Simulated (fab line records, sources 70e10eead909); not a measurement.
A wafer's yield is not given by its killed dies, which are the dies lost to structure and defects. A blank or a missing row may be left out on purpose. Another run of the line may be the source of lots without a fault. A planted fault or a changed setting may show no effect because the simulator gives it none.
fab line records | flow nand-harc
record: lots: 6 wafers: 18 last-day: 24
route steps=1159 shown A_BONDPAD@1064 END@1159
lots with no fault: from the same line, run without faults
start-h: start of the lot's first displayed wafer, in hours after the record's first day | wait-h: hours from the lot's prior step to this one | " unchanged from the row above | L1.1+2: several wafers, shown together as one row | - value missing, or start not given | * or withheld: withheld | < > ~ a bound
route shown NAME@n: names a module that has steps shown in the file, with the first one's number in the route | usual: mean/standard deviation taken from wafers without a fault | same: alike in all rows | chamber/n: place in a boat | sites: the reading at each site | _std_site: standard deviation across them | _edge_site: inner sites' mean taken away from outer sites' mean | radius-mm: for every site, how far away it sits from the centre of the wafer | mask NAME#n: copy n | behind: the tool/chamber that last shaped the wafer | hold: reason for holding the lot/hours on hold/outcome of the hold | device: whichever transistor did not switch (one of n, p or np) | end of line: the tests these same wafers got at the end of their route | a step given without rows: its recipe and nothing more | killed: at the first sort, the dies lost to defects and structure; wafer yield is something else | map: dies across one wafer; x = killed, . = not, _ = none there
set.NAME: the setting as run; set.NAME@STEP: as run at that earlier step | model.NAME: the simulator's own value behind a step, which no gauge read
certain route steps with their lots: each step a table, each wafer a row
services: when a tool's chamber went out of use (start-h, in hours from the record's first day, below 0 if earlier), for how many hours, and the reason
== steps ==
step: NHARC_A_BONDPAD_HMDS_02
recipe: time-s: 30
step: NHARC_A_BONDPAD_COAT_33
recipe: temp-c: 200 time-s: 65
step: NHARC_A_BONDPAD_COAT_03
recipe: spin-rpm: 2000 resist-thk-nm: 600
step: NHARC_A_BONDPAD_SOFTBAKE_04
recipe: temp-c: 125 time-s: 70
step: NHARC_A_BONDPAD_EBR_05
step: NHARC_A_BONDPAD_EXPOSE_06
recipe: na: 0.55 dose-mj: 36.99 mask-id: A_BPAD
step: NHARC_A_BONDPAD_PEB_07
recipe: peb-temp-c: 128 peb-time-s: 80
step: NHARC_A_BONDPAD_DEVELOP_08
recipe: time-s: 50 dev-temp-c: 22
step: NHARC_A_BONDPAD_CD_MEAS_09
recipe: target-cd-nm: 500 landing-energy-ev: 500
usual: cd-nm: 498.7/1.8
columns lot.wafer tool chamber start-h wait-h cd-nm
L559.1 cd-sem-01 0 455.02 - 496.7
L559.5 " 0 " " 498.7
L559.6 " 0 " " 497.8
L561.2 cd-sem-03 0 460.31 - 497.3
L561.3 " 0 " " 497.8
L561.6 " 0 " " 497.0
L573.3 cd-sem-02 0 531.39 - 499.7
L573.4 " 0 " " 502.9
L573.6 " 0 " " 500.7
L575.2 cd-sem-01 0 532.45 - 493.3
L575.3 " 0 " " 499.2
L575.5 " 0 " " 495.9
L574.1 cd-sem-03 0 538.31 - 501.4
L574.2 " 0 " " 499.7
L574.4 " 0 " " 500.9
L576.1 cd-sem-02 0 553.04 - 497.3
L576.2 " 0 " " 498.1
L576.6 " 0 " " 497.6
step: NHARC_A_BONDPAD_OVL_MEAS_35
usual: overlay-x-nm: 2/5.4 overlay-y-nm: 1/6.6
columns lot.wafer tool chamber start-h wait-h overlay-x-nm overlay-y-nm
L559.1 overlay-01 - 455.11 - 6 6
L559.5 " - " " 5 6
L559.6 " - " " 6 7
L561.2 overlay-02 - 460.40 - 7 3
L561.3 " - " " 8 3
L561.6 " - " " 7 3
L573.3 overlay-01 - 531.48 - -4 7
L573.4 " - " " -4 7
L573.6 " - " " -4 8
L575.2 overlay-01 - 532.54 - 9 3
L575.3 " - " " 9 4
L575.5 " - " " 9 3
L574.1 overlay-02 - 538.41 - 1 -10
L574.2 " - " " 1 -11
L574.4 " - " " 1 -11
L576.1 overlay-01 - 553.14 - -6 4
L576.2 " - " " -7 5
L576.6 " - " " -6 4
step: NHARC_A_BONDPAD_HARDBAKE_10
recipe: temp-c: 118 time-s: 65
step: NHARC_A_BONDPAD_DESCUM_11
recipe: time-s: 3 o2-flow-sccm: 200 ar-flow-sccm: 0 bias-power-w: 0 chemistry: O2
usual: chamber-pressure-mTorr: 60.00/0.055 drypump-motor-current-A: 5.5/0.37 oes-product-au: 1.003/0.0095 rf-vpp-V: 57.9/0.92 showerhead-plenum-p-Torr: 1.92/0.094 throttle-valve-pct: 11.310/0.0095
columns lot.wafer tool chamber start-h wait-h chamber-pressure-mTorr drypump-motor-current-A oes-product-au rf-hours-counter-h rf-vpp-V showerhead-plenum-p-Torr throttle-valve-pct
L559.1 rie-diel-04 3 455.24 - 60.07 5.3 0.992 5 58.1 1.90 11.326
L559.6 " 3 " " 59.99 5.3 0.995 - 57.8 1.90 11.286
L559.5 " 0 " " 59.99 5.1 1.010 - 58.1 1.98 11.323
L561.2 rie-diel-04 0 460.53 - 60.03 5.1 1.011 5 58.8 1.98 11.309
L561.3 " 1 " " 60.00 6.2 1.011 6 57.0 1.78 11.299
L561.6 " 3 " " 60.01 5.3 0.980 - 59.6 1.90 11.311
L573.3 rie-diel-04 3 531.60 - 60.00 5.3 1.005 2 58.0 1.90 11.326
L573.6 " 0 " " 59.96 5.1 0.997 - 58.9 1.98 11.298
L573.4 " 1 " " 60.09 6.2 1.000 - 57.5 1.78 11.321
L575.2 rie-diel-04 3 532.67 - 59.96 5.3 1.006 2 59.9 1.90 11.307
L575.3 " 0 " " 60.04 5.1 1.005 2 59.1 1.98 11.301
L575.5 " 1 " " 59.92 6.2 1.006 - 56.6 1.78 11.300
L574.2 rie-diel-04 3 538.53 - 59.99 5.3 0.994 3 56.2 1.90 11.307
L574.4 " 1 " " 59.99 6.2 1.013 3 57.4 1.78 11.312
L574.1 " 2 " " 60.12 5.7 1.001 2 58.3 2.04 11.316
L576.1 rie-diel-04 2 553.26 - 60.11 5.7 0.988 3 58.6 2.04 11.321
L576.2 " 1 " " 59.93 6.1 1.003 3 57.4 1.78 11.298
L576.6 " 1 " " 60.00 6.2 1.010 - 57.8 1.78 11.324
step: NHARC_A_BONDPAD_ETCH_34
recipe: target-depth-a: 600 overetch-a: 180 time-s: 65.91 ion-energy-ev: 200 n2-flow-sccm: 150 h2-flow-sccm: 150 ar-flow-sccm: 0 rf-w: 400 bias-w: 150 chemistry: N2/H2
usual: chamber-pressure-mTorr: 30.001/0.028 drypump-motor-current-A: 5.5/0.38 oes-product-au: 1.003/0.011 rf-fwd-power-W: 396.3/1.6 rf-vpp-V: 431.0/2.9 run-length-s: 87.3/0.49 showerhead-plenum-p-Torr: 2.05/0.1 throttle-valve-pct: 14.171/0.0095
columns lot.wafer tool chamber start-h wait-h chamber-pressure-mTorr drypump-motor-current-A oes-product-au rf-fwd-power-W rf-hours-counter-h rf-vpp-V run-length-s showerhead-plenum-p-Torr throttle-valve-pct
L559.1 rie-diel-04 1 455.33 0.1 30.014 6.1 1.031 - 5 428.4 68.1 1.90 14.165
L559.6 " 0 " " 30.011 5.1 1.026 - - 432.0 68.1 2.12 14.170
L559.5 " 1 " " 30.020 6.2 1.031 - - 426.8 67.9 1.90 14.175
L561.2 rie-diel-04 0 460.60 0.1 30.034 5.1 1.018 - 5 431.6 67.3 2.12 14.174
L561.3 " 2 " " 30.045 5.7 1.008 - 6 433.4 67.0 2.18 14.149
L561.6 " 1 " " 30.059 6.1 1.020 - - 426.9 68.2 1.90 14.162
L573.3 rie-diel-04 1 531.72 0.1 30.001 6.2 1.009 393.4 2 426.6 87.3 1.90 14.176
L573.6 " 3 " " 29.955 5.3 1.012 395.9 - 430.4 87.5 2.03 14.175
L573.4 " 1 " " 30.012 6.2 1.001 394.1 - 426.5 87.7 1.90 14.160
L575.2 rie-diel-04 0 532.77 0.1 29.979 5.1 0.995 399.5 2 432.0 87.0 2.12 14.183
L575.3 " 1 " " 29.999 6.2 1.004 394.8 2 426.3 87.8 1.90 14.168
L575.5 " 1 " " 29.940 6.2 0.998 395.6 - 427.5 87.4 1.90 14.184
L574.1 rie-diel-04 2 538.61 0.1 29.996 5.7 1.002 396.6 2 432.9 86.2 2.18 14.182
L574.2 " 0 " " 29.986 5.1 0.993 399.7 3 432.6 87.0 2.12 14.180
L574.4 " 1 " " 30.021 6.2 0.997 395.2 3 427.9 87.8 1.90 14.179
L576.1 rie-diel-04 2 553.37 0.1 29.955 5.7 0.995 396.5 3 434.1 86.6 2.18 14.167
L576.2 " 0 " " 29.989 5.1 0.992 399.4 3 432.1 87.2 2.12 14.191
L576.6 " 1 " " 29.988 6.2 1.000 396.4 - 426.7 87.8 1.90 14.171
step: NHARC_A_BONDPAD_ETCH_12
recipe: target-depth-a: 2200 time-s: 110 chf3-flow-sccm: 50 o2-flow-sccm: 10 ar-flow-sccm: 200 rf-w: 500 bias-w: 200 chemistry: CHF3/O2
usual: chamber-pressure-mTorr: 24.997/0.022 drypump-motor-current-A: 5.6/0.37 oes-product-au: 0.947/0.023 rf-fwd-power-W: 496.7/1.7 rf-vpp-V: 370.8/2.6 run-length-s: 131.3/0.52 showerhead-plenum-p-Torr: 2.42/0.11 throttle-valve-pct: 20.573/0.0097
columns lot.wafer tool chamber start-h wait-h chamber-pressure-mTorr drypump-motor-current-A oes-product-au rf-fwd-power-W rf-hours-counter-h rf-vpp-V run-length-s showerhead-plenum-p-Torr throttle-valve-pct
L559.1 rie-diel-04 0 - - 24.959 5.1 0.936 496.5 5 373.7 131.0 2.49 20.576
L559.6 " 0 " " 24.989 5.1 0.949 498.4 - 372.1 131.3 2.49 20.575
L559.5 " 1 " " 24.948 6.2 0.949 492.5 - 367.9 131.4 2.25 20.566
L561.2 rie-diel-04 0 - - 24.983 5.1 0.940 496.1 5 373.5 131.3 2.49 20.567
L561.3 " 2 " " 24.999 5.7 0.933 497.5 6 374.0 130.8 2.56 20.565
L561.6 " 0 " " 24.986 5.1 0.937 497.6 - 371.9 131.1 2.49 20.570
L573.3 rie-diel-04 1 - - 24.989 6.1 0.946 493.4 2 367.2 131.5 2.24 20.560
L573.6 " 0 " " 25.002 5.1 0.963 500.8 - 372.5 131.7 2.49 20.581
L573.4 " 1 " " 25.003 6.2 0.944 493.9 - 365.5 131.4 2.24 20.556
L575.3 rie-diel-04 0 - - 24.998 5.1 0.957 497.6 2 371.5 131.8 2.49 20.574
L575.2 " 3 " " 24.974 5.3 0.967 498.4 2 369.5 131.2 2.39 20.602
L575.5 " 1 " " 25.017 6.2 0.967 495.3 - 368.4 131.5 2.25 20.570
L574.1 rie-diel-04 2 - - 24.998 5.7 0.932 500.0 2 373.8 130.3 2.56 20.577
L574.4 " 3 " " 24.995 5.3 0.923 496.1 3 370.3 131.5 2.39 20.575
L574.2 " 0 " " 24.994 5.1 0.930 498.5 3 373.0 131.1 2.49 20.562
L576.2 rie-diel-04 1 - - 24.974 6.2 0.924 495.6 3 367.4 131.8 2.24 20.570
L576.1 " 2 " " 24.962 5.7 0.927 500.2 3 373.8 130.4 2.56 20.578
L576.6 " 0 " " 24.962 5.1 0.915 499.3 - 372.9 131.5 2.49 20.570
step: NHARC_END_SORT_01
recipe: temp-c: 25
usual: defect-limited-yield: 95.2/1.9 killed-at-array: 29/13 killed-at-other: 0.7/1 killed-at-periphery: 3.2/2.3 killed-dies: 33/13 killed-open: 3.3/1.7 killed-short: 2.0/1.5 sort_bin_2_pct: 1.5/0.8 sort_bin_3_pct: 0.27/0.22 sort_bin_4_pct: 3.0/1.1 sort-n-pass: 644/13 sort-rim-yield-pct: 96.0/2.9 sort-yield-pct: 95.2/1.9
same: gross-dies: 677 sort_bin_5_pct[%]: 0 sort_bin_6_pct[%]: 0 sort_bin_7_pct[%]: 0 sort_bin_8_pct[%]: 0 sort-rim-n-gross: 106.00
columns lot.wafer tool chamber start-h wait-h defect-limited-yield[%] killed-at-array killed-at-other killed-at-periphery killed-dies killed-open killed-short sort_bin_2_pct[%] sort_bin_3_pct[%] sort_bin_4_pct[%] sort-n-pass sort-rim-yield-pct[%] sort-yield-pct[%]
L559.1 prober-02 0 487.15 2.5 93.5 40 0 4 44 0 0 3.7 0.59 2.2 633 94.3 93.5
L559.5 prober-02 0 490.32 3.7 92.6 50 0 0 50 2 0 5.5 0.30 1.6 627 99.1 92.6
L559.6 prober-02 0 491.11 4.0 96.6 21 0 2 23 2 1 1.2 0.30 1.9 654 95.3 96.6
L561.2 prober-01 0 487.96 2.8 93.4 38 1 6 45 3 1 1.3 0.74 4.6 632 93.4 93.4
L561.3 prober-01 0 488.76 3.1 93.8 35 3 4 42 4 1 1.5 0 4.7 635 97.2 93.8
L561.6 prober-01 0 491.13 4.0 90.7 52 0 11 63 4 1 5.2 0.59 3.5 614 96.2 90.7
L575.2 prober-01 0 565.31 2.8 96.5 14 1 9 24 1 1 1.0 0 2.5 653 96.2 96.5
L575.3 prober-01 0 566.11 3.1 96.3 20 2 3 25 6 3 1.0 0.30 2.4 652 96.2 96.3
L575.5 prober-01 0 567.69 3.7 97.3 17 0 1 18 1 3 1.0 0.59 1.0 659 99.1 97.3
L573.3 prober-02 0 566.10 3.1 89.4 69 2 1 72 3 3 4.4 0.44 5.8 605 94.3 89.4
L573.4 prober-02 0 566.90 3.4 92.0 49 1 4 54 2 3 2.8 0.74 4.4 623 87.7 92.0
L573.6 prober-02 0 568.49 4.0 89.5 60 4 7 71 7 4 3.8 0.59 6.1 606 98.1 89.5
L574.1 prober-02 0 572.25 2.5 96.0 21 1 5 27 6 4 1.5 0.30 2.2 650 93.4 96.0
L574.2 prober-02 0 573.05 2.8 96.8 19 0 3 22 6 2 1.0 0.30 1.9 655 96.2 96.8
L574.4 prober-02 0 574.65 3.4 96.6 22 0 1 23 1 3 0.6 0.30 2.5 654 97.2 96.6
killed by level:class
L559.1 A_BONDPAD:area-etch=20 A_SLIT:chamber-film-flake=9 A_CHANNEL_HOLE_D1:chamber-film-flake=5 A_CONTACT:chamber-film-flake=4 P_STI:chamber-film-flake=2 A_STAIRCASE:chamber-film-flake=2 P_ZERO_WELL:chamber-film-flake=1 P_GATE:chamber-film-flake=1
L561.2 A_SLIT:chamber-film-flake=13 A_CHANNEL_HOLE_D1:chamber-film-flake=12 A_STAIRCASE:chamber-film-flake=4 P_ZERO_WELL:chamber-film-flake=3 A_BONDPAD:area-etch=3 P_GATE:chamber-film-flake=2 A_ZERO_WELL:chamber-film-flake=2 P_CONTACT:geometric-particle:open=1
L561.3 A_CHANNEL_HOLE_D1:chamber-film-flake=14 A_SLIT:chamber-film-flake=6 A_STAIRCASE:chamber-film-flake=5 A_BLC:geometric-particle:open=3 A_WL_FILL:chamber-film-flake=3 HYBRID_BOND:chamber-film-flake=3 P_ZERO_WELL:chamber-film-flake=2 P_GATE:chamber-film-flake=2
L559.5 A_BONDPAD:area-etch=28 A_SLIT:chamber-film-flake=9 A_CHANNEL_HOLE_D1:chamber-film-flake=5 A_CONTACT:chamber-film-flake=3 A_STAIRCASE:chamber-film-flake=2 A_SGD_CUT:geometric-particle:open=1 A_CONTACT:geometric-particle:open=1 A_CHANNEL_FILL_D1:chamber-film-flake=1
L559.6 A_SLIT:chamber-film-flake=7 A_CONTACT:chamber-film-flake=5 A_CHANNEL_HOLE_D1:chamber-film-flake=4 A_STAIRCASE:chamber-film-flake=2 A_CHANNEL_FILL_D1:geometric-particle:short=1 A_WL_FILL:geometric-particle:open=1 A_M0:geometric-particle:open=1 P_ZERO_WELL:chamber-film-flake=1
L561.6 A_CHANNEL_HOLE_D1:chamber-film-flake=22 A_SLIT:chamber-film-flake=11 A_BONDPAD:area-etch=10 P_ZERO_WELL:chamber-film-flake=5 A_STAIRCASE:chamber-film-flake=5 P_GATE:chamber-film-flake=4 P_CONTACT:geometric-particle:open=2 A_CHANNEL_HOLE_D1:geometric-particle:short=1
L575.2 P_M0:chamber-film-flake=6 A_WL_FILL:chamber-film-flake=5 A_CHANNEL_HOLE_D1:chamber-film-flake=4 P_ZERO_WELL:chamber-film-flake=2 A_CONTACT:chamber-film-flake=2 A_WL_FILL:geometric-particle:short=1 A_WL_FILL:geometric-particle:open=1 P_GATE:chamber-film-flake=1
L573.3 A_CHANNEL_HOLE_D1:chamber-film-flake=28 A_SLIT:chamber-film-flake=25 A_CONTACT:chamber-film-flake=3 A_M1:chamber-film-flake=3 A_M0:geometric-particle:open=2 A_BLC:chamber-film-flake=2 A_STAIRCASE:chamber-film-flake=2 THIN_TSV:chamber-film-flake=2
L575.3 A_CHANNEL_HOLE_D1:chamber-film-flake=9 A_M0:geometric-particle:open=2 P_M2:geometric-particle:open=1 A_ONON_D1:geometric-particle:open=1 A_WL_FILL:geometric-particle:short=1 A_CONTACT:geometric-particle:short=1 A_CONTACT:geometric-particle:open=1 A_BLC:geometric-particle:open=1
L573.4 A_CHANNEL_HOLE_D1:chamber-film-flake=20 A_SLIT:chamber-film-flake=17 A_CONTACT:chamber-film-flake=3 A_BLC:chamber-film-flake=3 P_M0:chamber-film-flake=2 A_STAIRCASE:chamber-film-flake=2 P_GATE:geometric-particle:short=1 P_M0:geometric-particle:short=1
L575.5 A_CHANNEL_HOLE_D1:chamber-film-flake=5 A_CHANNEL_FILL_D1:geometric-particle:short=2 A_STAIRCASE:chamber-film-flake=2 A_SLIT:chamber-film-flake=2 A_WL_FILL:chamber-film-flake=2 A_STAIRCASE:geometric-particle:open=1 A_WL_FILL:geometric-particle:short=1 P_ZERO_WELL:chamber-film-flake=1
L573.6 A_SLIT:chamber-film-flake=23 A_CHANNEL_HOLE_D1:chamber-film-flake=20 A_BLC:chamber-film-flake=4 THIN_TSV:chamber-film-flake=4 A_WL_FILL:geometric-particle:short=3 P_M0:chamber-film-flake=3 A_CONTACT:chamber-film-flake=3 P_CONTACT:geometric-particle:open=2
L574.1 A_CHANNEL_HOLE_D1:chamber-film-flake=6 A_STAIRCASE:chamber-film-flake=3 A_WL_FILL:chamber-film-flake=2 P_STI:geometric-particle:open=1 P_CONTACT:geometric-particle:open=1 P_M1:geometric-particle:short=1 A_SOURCE_PLATE:geometric-particle:short=1 A_ONON_D1:geometric-particle:open=1
L574.2 A_CHANNEL_HOLE_D1:chamber-film-flake=8 A_CHANNEL_HOLE_D1:geometric-particle:open=2 A_CONTACT:geometric-particle:open=2 P_STI:chamber-film-flake=2 A_CONTACT:chamber-film-flake=2 A_SOURCE_PLATE:geometric-particle:open=1 A_CHANNEL_FILL_D1:geometric-particle:open=1 A_WL_FILL:geometric-particle:short=1
L574.4 A_CHANNEL_HOLE_D1:chamber-film-flake=11 A_CONTACT:chamber-film-flake=3 A_STAIRCASE:chamber-film-flake=2 P_M0:geometric-particle:short=1 A_CHANNEL_FILL_D1:geometric-particle:open=1 A_SGD_CUT:geometric-particle:short=1 A_CONTACT:geometric-particle:short=1 A_M1:chamber-film-flake=1
== services ==
columns tool chamber start-h hours kind
rie-diel-04 0 444.97 - clean
rie-diel-04 1 444.97 - clean
rie-diel-04 2 444.97 - clean
rie-diel-04 3 444.97 - clean
rie-diel-04 3 464.16 2.4 repair
rie-diel-04 - 465.90 9.0 pm
rie-diel-04 0 465.90 9.0 vent-cycle
rie-diel-04 1 465.90 9.0 vent-cycle
rie-diel-04 2 465.90 9.0 vent-cycle
rie-diel-04 0 474.90 - clean
rie-diel-04 1 474.90 - clean
rie-diel-04 2 474.90 - clean
rie-diel-04 3 474.90 - clean
rie-diel-04 0 499.40 - clean
rie-diel-04 1 499.40 - clean
rie-diel-04 2 499.40 - clean
rie-diel-04 3 499.40 - clean
rie-diel-04 0 523.90 - clean
rie-diel-04 1 523.90 - clean
rie-diel-04 2 523.90 - clean
rie-diel-04 3 523.90 - clean
rie-diel-04 2 529.70 4.1 repair
rie-diel-04 0 548.40 - clean
rie-diel-04 3 549.65 13.3 repair
== key ==
first-sign: step: NHARC_A_BONDPAD_ETCH_34 reading: run-length-s direction: down sigmas: 40 usual: * struck: *
effect: step: NHARC_END_SORT_01 reading: sort_bin_2_pct direction: up sigmas: 1.9 usual: 1.5 struck: 3.1 wafers-moved: 3
met-at NHARC_A_BONDPAD_ETCH_34
struck-wafers L559.1,L559.5,L559.6,L561.2,L561.3,L561.6
fault: kind: process-parameter-drift tool: rie-diel-04 chamber: - onset-h: 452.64 steps: NHARC_A_BONDPAD_ETCH_34 channel: time-s offset: * shape: step end-h: 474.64 acts-in: * stated: *
